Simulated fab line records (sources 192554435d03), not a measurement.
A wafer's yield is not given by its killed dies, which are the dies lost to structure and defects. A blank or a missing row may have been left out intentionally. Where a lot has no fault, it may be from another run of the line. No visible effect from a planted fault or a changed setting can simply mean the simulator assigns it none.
Matching of chambers	flow n5_finfet	4 sister chambers for N5_BEOL_M14_ETCH_67 on rie_diel-06
The step etches SiARC in CF4, target depth 143 nm, time 238.3 s. 14 wafers are shown with their chamber, then 7 later ones without.

== EACH WAFER AND ITS CHAMBER ==
wafer	chamber	drypump_motor_current_A (A)	throttle_valve_pct (%)	showerhead_plenum_p_Torr (Torr)
L240.1	3	4.8	15.56	2.04
L240.3	2	5.2	15.33	2.07
L240.6	3	4.8	15.56	2.04
L243.3	0	6.4	15.89	2.05
L243.4	3	4.8	15.56	2.04
L243.5	0	6.4	15.87	2.05
L242.1	2	5.3	15.33	2.07
L242.4	3	4.8	15.56	2.04
L242.5	2	5.3	15.34	2.07
L255.2	0	6.4	15.92	2.04
L255.4	3	4.8	15.61	2.03
L255.5	0	6.4	15.94	2.04
L257.3	2	5.3	15.40	2.05
L257.4	1	5.8	15.31	2.16

SIGNATURES (means of the wafers above)
reading	chamber 0	chamber 1	chamber 2	chamber 3	scatter within a chamber
drypump_motor_current_A	6.400	5.800	5.275	4.800	0.0274
throttle_valve_pct	15.9050	15.3100	15.3500	15.5700	0.0288
showerhead_plenum_p_Torr	2.0450	2.1600	2.0650	2.0380	0.00693
Rule: distance of a wafer from a chamber = root of the sum over the readings of ((wafer's reading minus chamber's mean) / reading's scatter) squared. The wafer belongs to the nearest chamber; if the next one is less than 2 further off, it can't be placed. The scatter is the square root of a quotient: the sum, over the shown wafers, of each reading's squared deviation from its chamber's mean, divided by wafers minus chambers.

== WAFERS WHOSE CHAMBER IS MISSING ==
wafer	drypump_motor_current_A (A)	throttle_valve_pct (%)	showerhead_plenum_p_Torr (Torr)
L257.6	4.8	15.63	2.03
L259.2	5.2	15.41	2.05
L259.3	5.8	15.33	2.16
L259.5	4.8	15.64	2.03
L260.1	5.8	15.34	2.16
L260.4	6.4	15.96	2.03
L260.5	6.4	15.97	2.03

== CHAMBER TAKEN BY EACH ==
wafer	from the rows above	in truth
L257.6	3	3
L259.2	2	2
L259.3	1	1
L259.5	3	3
L260.1	1	1
L260.4	0	0
L260.5	0	0
7 of 7 placed correctly. From these rows, 0 cannot be placed. Wrongly placed: 0.
